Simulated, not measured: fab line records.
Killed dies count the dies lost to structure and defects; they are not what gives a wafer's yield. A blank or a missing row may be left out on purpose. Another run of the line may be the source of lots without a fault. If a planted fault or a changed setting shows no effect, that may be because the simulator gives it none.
Comparing a struck lot with a sound one | flow nandHarc | 15 out of 1302 route steps
Sound: the wafers L953.2, L953.4, L953.6. Wafers L959.1, L959.2, L959.6 were the ones struck. At the end, the cause is stated.
Per side, at each step with rows, come the tool, then ch with its chambers, and then its first start. Under that, the readings that differ: sound wafers | struck wafers | difference of the means | sigmas: that difference in standard deviations of wafers without a fault.
alike: same words and numbers on both sides, and readings whose means sit less than 2 such deviations apart. not compared: any withheld reading, any reading some wafer has no value for, any bound like >300 that may hide the same value, and any number with overlapping values for which the record gives no deviation.
Wherever a step has rows on one side only, a row that says differs or no value, or a row with sigmas, the two part there. When numbers do not overlap yet have no deviation, they are printed without sigmas and do not part them. A reading that every wafer of one side lacks parts them only if that side has two wafers or more.

first, 7 steps without rows for these wafers: NHARC_P_M2_COAT_34 (time 65 s); NHARC_P_M2_COAT_03 (resist thk 90 nm); NHARC_P_M2_SOFTBAKE_04 (time 55 s); NHARC_P_M2_EBR_05; NHARC_P_M2_EXPOSE_06 (exposes mask P M2, target cd 170 nm); NHARC_P_M2_PEB_07 (peb time 65 s); NHARC_P_M2_DEVELOP_08 (develop time 35 s).
NHARC_P_M2_CD_MEAS_09: target cd 170 nm.
  sound on cdSem-01 ch 0, day 10 00:20; struck on cdSem-02 ch 0, day 12 16:50
  alike: cdNm
NHARC_P_M2_OVL_MEAS_10: pitch 340 nm.
  sound: overlay-02 at day 10 00:25; struck: overlay-02 at day 12 16:55
  alike: overlayXNm, overlayYNm
NHARC_P_M2_INSPECT_11:
  sound: defectInspect-01 at day 10 00:27; struck: defectInspect-01 at day 12 16:58
  alike: rawDefectCount
NHARC_P_M2_DESCUM_14: chemistry O2, time 3 s.
  sound on rieDiel-01 ch 1,2, day 10 00:31; struck on rieDiel-01 ch 0,1,2, day 12 17:02
  alike: drypumpMotorCurrentA, oesProductAu, rfVppV, showerheadPlenumPTorr, throttleValvePct
  not compared: rfHoursCounterH
NHARC_P_M2_ETCH_35: etches the open film in N2/H2, target depth 40 nm, overetch 12 nm, time 43.94 s.
  sound on rieDiel-01 ch 0,2, day 10 00:37; struck on rieDiel-01 ch 0,1,3, day 12 17:07
  alike: drypumpMotorCurrentA, oesProductAu, rfVppV, runLengthS, showerheadPlenumPTorr, throttleValvePct
  not compared: rfHoursCounterH
NHARC_P_M2_ETCH_15: etches the open film in C4F8/Ar, target depth 182.5 nm, time 91.2 s.
  sound on rieDiel-01 ch 1,2,3, day 10 00:42; struck on rieDiel-01 ch 2,3, day 12 17:12
reading        | sound             | struck            | difference | sigmas
runLengthS (s) | 112.4 111.8 112.8 | 105.0 104.8 105.3 | -7.3       | -21
  alike: oesProductAu, rfVppV
  not compared: rfHoursCounterH
NHARC_P_M2_CD_MEAS_16:
  sound: cdSem-01 at day 10 00:49; struck: cdSem-03 at day 12 17:20
  alike: cdNm
-- the record jumps here: 18 days lie between the struck wafers' starts before and after (it left off in module P_M2 and takes up again in module END, whose first step shown is number 1302 of the route) --
NHARC_END_SORT_01:
  sound on prober-02 ch 0, day 28 22:57; struck on prober-01 ch 0, day 30 14:59
reading       | sound | struck | difference | sigmas
killedAtOther | 4 2 2 | 0 0 1  | -2         | -2
  alike: defectLimitedYield, killedAtArray, killedAtPeriphery, killedDies, killedOpen, killedShort, sort_bin_2_pct, sort_bin_3_pct, sort_bin_4_pct, sortNPass, sortRimYieldPct, sortYieldPct

WHERE THEY PART
At NHARC_P_M2_ETCH_15 first; at NHARC_END_SORT_01 last (within this record only).

WHY: what had been put in by the simulator
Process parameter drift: rieDiel-01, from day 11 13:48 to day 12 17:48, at NHARC_P_M2_ETCH_15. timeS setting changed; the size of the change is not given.
